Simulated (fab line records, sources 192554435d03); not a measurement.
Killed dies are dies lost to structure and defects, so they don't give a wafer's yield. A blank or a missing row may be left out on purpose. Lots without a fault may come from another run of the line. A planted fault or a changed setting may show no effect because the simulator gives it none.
A struck lot beside a sound one | flow n5_finfet | 13 steps out of a route of 1938
Sound: wafers L321.3, L321.4, L321.5. Struck: wafers L317.2, L317.3, L317.6. The cause comes at the end.
At each step with rows: each side's tool, then ch and its chambers, then its first start. Under that, the readings that differ: sound wafers | struck wafers | difference of the means | sigmas: that difference in standard deviations of wafers without a fault.
alike: readings whose means differ by less than 2 such deviations, and words and numbers that are the same on both sides. not compared: withheld readings, readings that some wafer has no value for, bounds like >300 that may hide the same value, and numbers for which the record gives no deviation and whose values overlap.
The two part at a step that has a row with sigmas, a row that says differs or no value, or rows on one side only. Numbers that don't overlap but have no deviation are shown without sigmas and don't part them. A reading that every wafer of one side lacks parts them only if that side has two wafers or more.

first, 9 steps without rows for these wafers: N5_BEOL_M4_DEVELOP_27 (develop time 30 s); N5_BEOL_M4_DESCUM_33 (chemistry O2, time 7 s); N5_BEOL_M4_ETCH_77 (etches underlayer in N2/H2, target depth 6.5 nm, time 5.2 s); N5_BEOL_M4_ETCH_69 (etches SiARC in CF4, target depth 15.6 nm, time 26 s); N5_BEOL_M4_ALD_98 (deposits SiO2, target thk 2.5 nm, pulse time 1 s, co reactant pulse time 1 s); N5_BEOL_M4_ETCHBACK_99 (etches SiO2 in CHF3, target depth 5 nm, time 10.4 s); N5_BEOL_M4_ETCH_70 (etches SOC in N2/H2, target depth 80 nm, overetch 24 nm, time 130 s); N5_BEOL_M4_STRIP_71 (strips in N2/H2); N5_BEOL_M4_STRIP_78 (strips in N2/H2).
N5_BEOL_M4_VIA_ETCH_34: etches the open film in C4F6/O2, target depth 69.4 nm, time 65.9 s.
  sound on rie_diel-03 ch 0,1,2, day 10 00:31; struck on rie_diel-03 ch 0,2, day 9 05:41
  no value came back on the struck wafers for any of 8 readings (C4F6_flow_sccm (sccm), O2_flow_sccm (sccm) and others); on the sound wafers C4F6_flow_sccm (sccm) reads 10.04 9.98 10.02
  reading                                    | sound          | struck       | difference | sigmas
  model.SOC_of_BEOL_M4_COAT_67.thk_nm (nm)   | 51.8 51.8 51.6 | 60 59.8 59.8 | +8         |
  model.SiARC_of_BEOL_M4_COAT_68.thk_nm (nm) | 0 0 0          | 6 5.8 5.8    | +6         |
  model.SiO2_of_BEOL_M4_ALD_98.thk_nm (nm)   | 0 0 0          | 2.4 2.6 2.4  | +2.5       |
  not compared: rf_hours_counter_h
then, 1 step without rows for these wafers: N5_BEOL_M4_STRIP_83 (strips in C4F6/O2).
N5_BEOL_M4_RC_MEAS_101:
  the record has rows for the sound wafers here (prober-02 ch 0, day 10 06:15) and none for the struck ones
-- the record jumps here: 5 days lie between the struck wafers' starts before and after (it left off in module BEOL_M4 and takes up again in module PASSIVATION, whose first step shown is number 1936 of the route) --
N5_PASSIVATION_PROBE_49:
  sound on prober-01, day 14 14:41; struck on prober-02, day 13 21:55
  reading                  | sound          | struck         | difference | sigmas
  defect_limited_yield (%) | 90.8 88.6 89.0 | 0 0 0          | -89        | -60
  killed_at_M0_to_M3       | 46 64 71       | 28 30 24       | -33        | -3
  killed_at_M4_up          | 9 19 6         | 1107 1119 1114 | +1102      | +99 or more
  killed_dies              | 109 134 130    | 1180 1180 1180 | +1056      | +59
  killed_on_rim            | 11 11 17       | 152 152 152    | +139       | +35
  killed_open              | 89 96 92       | 61 43 60       | -38        | -3
  sort_bin_5_function (%)  | 4.9 6.7 6.9    | 97.5 97.5 98.1 | +91.5      | +94
  sort_bin_6_memory (%)    | 4.1 4.4 3.6    | 2.5 2.2 1.9    | -1.8       | -3
  sort_n_pass              | 1071 1046 1050 | 0 0 0          | -1056      | -62
  sort_yield_pct (%)       | 90.8 88.6 89.0 | 0 0 0          | -89        | -60
  alike: killed_at_contacts, killed_at_front_end, killed_at_other, killed_short

WHERE THEY PART
First at N5_BEOL_M4_VIA_ETCH_34; last, within this record, at N5_PASSIVATION_PROBE_49.

WHY: what the simulator had put in
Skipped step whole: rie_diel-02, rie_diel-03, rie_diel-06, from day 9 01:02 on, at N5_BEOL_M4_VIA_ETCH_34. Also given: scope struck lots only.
